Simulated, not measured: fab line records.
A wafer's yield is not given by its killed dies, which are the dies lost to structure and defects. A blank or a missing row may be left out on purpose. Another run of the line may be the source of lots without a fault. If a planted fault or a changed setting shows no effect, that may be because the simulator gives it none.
Comparing a struck lot with a sound one || flow n5Finfet || 37 out of 1938 route steps
Sound: the wafers L696.2, L696.3, L696.6. Struck: wafers L694.1, L694.2, L694.3. The cause comes at the end.
Each step with rows lists, per side, the tool, then ch with its chambers, then its first start. Under that, the readings that differ: sound wafers || struck wafers || difference of the means || sigmas: that difference in standard deviations of wafers without a fault.
alike: readings whose means differ by less than 2 such deviations, and words and numbers that are the same on both sides. not compared: withheld readings, readings that some wafer has no value for, bounds like >300 that may hide the same value, and numbers for which the record gives no deviation and whose values overlap.
Wherever a step has rows on one side only, a row that says differs or no value, or a row with sigmas, the two part there. Numbers that have no deviation but don't overlap get no sigmas and don't part them. A reading that every wafer of one side lacks parts them only if that side has two wafers or more.

first, 9 steps without rows for these wafers: N5_BEOL_M4_ANNEAL_95 (time 240 s); N5_BEOL_M4_SPUTTER_96 (material Cu, target thk 4.5 nm, time 8.29 s); N5_BEOL_M4_ECD_50 (material Cu, target thk 300 nm); N5_BEOL_M4_ANNEAL_51 (time 90 s); N5_BEOL_M4_CMP_52 (polishes, stops on SiOC, t overpolish 6.8 s, target thk 40 nm); N5_BEOL_M4_PRE_CLEAN_60 (time 15 s); N5_BEOL_M4_CO_CAP_55 (material Co, precursor CCTBA/H2, target thk 2 nm, time 102.1 s); N5_BEOL_M4_PRE_CLEAN_56 (time 15 s); N5_BEOL_M4_DEP_57 (deposits SiCN from 3MS/NH3, target thk 8 nm, time 14 s).
N5_BEOL_M4_RC_MEAS_101:
  sound on prober-02 ch 0, day 13 03:47; struck on prober-01 ch 0, day 12 03:27
{"reading": "VT_N (mV)", "sound": "245 247 242", "struck": "254 252 249", "difference": "+7", "sigmas": "+2"}
  alike: DIBL_N, DIBL_P, IOFF_N, IOFF_P, ION_N, ION_P, SS_N, SS_P, VT_P
then, 24 steps without rows for these wafers: N5_BEOL_M5_ILD_DEP_00 (deposits SiCOH lowk from DEMS/porogen, target thk 140.64 nm, time 25.9 s); N5_BEOL_M5_CURE_79 (cures SiCOH lowk, time 240 s); N5_BEOL_M5_PECVD_70 (deposits SiO2 from TEOS/O2, target thk 16 nm, time 18 s); N5_BEOL_M5_HM_DEP_02 (deposits TiN, target thk 20 nm); N5_BEOL_M5_COAT_59 (time 60 s, resist thk 60 nm); N5_BEOL_M5_COAT_60 (time 60 s, resist thk 12 nm); N5_BEOL_M5_COAT_71 (time 60 s, resist thk 5 nm); N5_BEOL_M5_COAT_05 (resist thk 30 nm); N5_BEOL_M5_EBR_07; N5_BEOL_M5_SOFTBAKE_06 (time 60 s); N5_BEOL_M5_EXPOSE_08 (exposes mask M5, target cd 28 nm); N5_BEOL_M5_PEB_09 (peb time 60 s); N5_BEOL_M5_DEVELOP_10 (develop time 30 s); N5_BEOL_M5_DESCUM_16 (chemistry O2, time 7 s); N5_BEOL_M5_ETCH_72 (etches underlayer in N2/H2, target depth 6.5 nm, time 5.2 s); N5_BEOL_M5_ETCH_61 (etches SiARC in CF4, target depth 15.6 nm, time 26 s); N5_BEOL_M5_ETCH_62 (etches SOC in N2/H2, target depth 75 nm, overetch 15 nm, time 112.5 s); N5_BEOL_M5_STRIP_63 (strips in N2/H2); N5_BEOL_M5_STRIP_73 (strips in N2/H2); N5_BEOL_M5_STRIP_64 (strips in CF4); N5_BEOL_M5_HM_OPEN_17 (chemistry Cl2/BCl3, target TiN, target depth 20 nm, overetch 6 nm); N5_BEOL_M5_STRIP_19 (strips in O2); N5_BEOL_M5_COAT_65 (time 60 s, resist thk 60 nm); N5_BEOL_M5_COAT_66 (time 60 s, resist thk 12 nm).
N5_BEOL_M5_ECD_50: material Cu, target thk 300 nm.
  sound on ecdCu-02 ch 0,1, day 13 18:32; struck on ecdCu-01 ch 0,1, day 12 14:40
N5_BEOL_M5_CMP_52: polishes, stops on SiCOH lowk, t overpolish 6.9 s, target thk 62 nm.
  sound on cmp-04 ch 2,3, day 13 19:58; struck on cmp-01 ch 0,2,3, day 12 15:38
{"reading": "timeToEndpointS (s)", "sound": "64.8 64.6 63.3", "struck": "1.9 2.6 0.7", "difference": -62.5, "sigmas": -25}
  alike: clearingPlatenDownForcePsi, motorCurrentA
-- here the record skips 4 days between the struck wafers' starts before and after, leaving off in module BEOL_M5 and picking up in module PASSIVATION (first step shown: number 1936 of the route) --
N5_PASSIVATION_PROBE_49:
  only the struck wafers here have rows in the record (prober-02, day 16 09:47); the sound ones have none

== WHERE THEY PART ==
Last at N5_PASSIVATION_PROBE_49 as far as this record goes, first at N5_BEOL_M4_RC_MEAS_101.

WHY: whatever the simulator had introduced
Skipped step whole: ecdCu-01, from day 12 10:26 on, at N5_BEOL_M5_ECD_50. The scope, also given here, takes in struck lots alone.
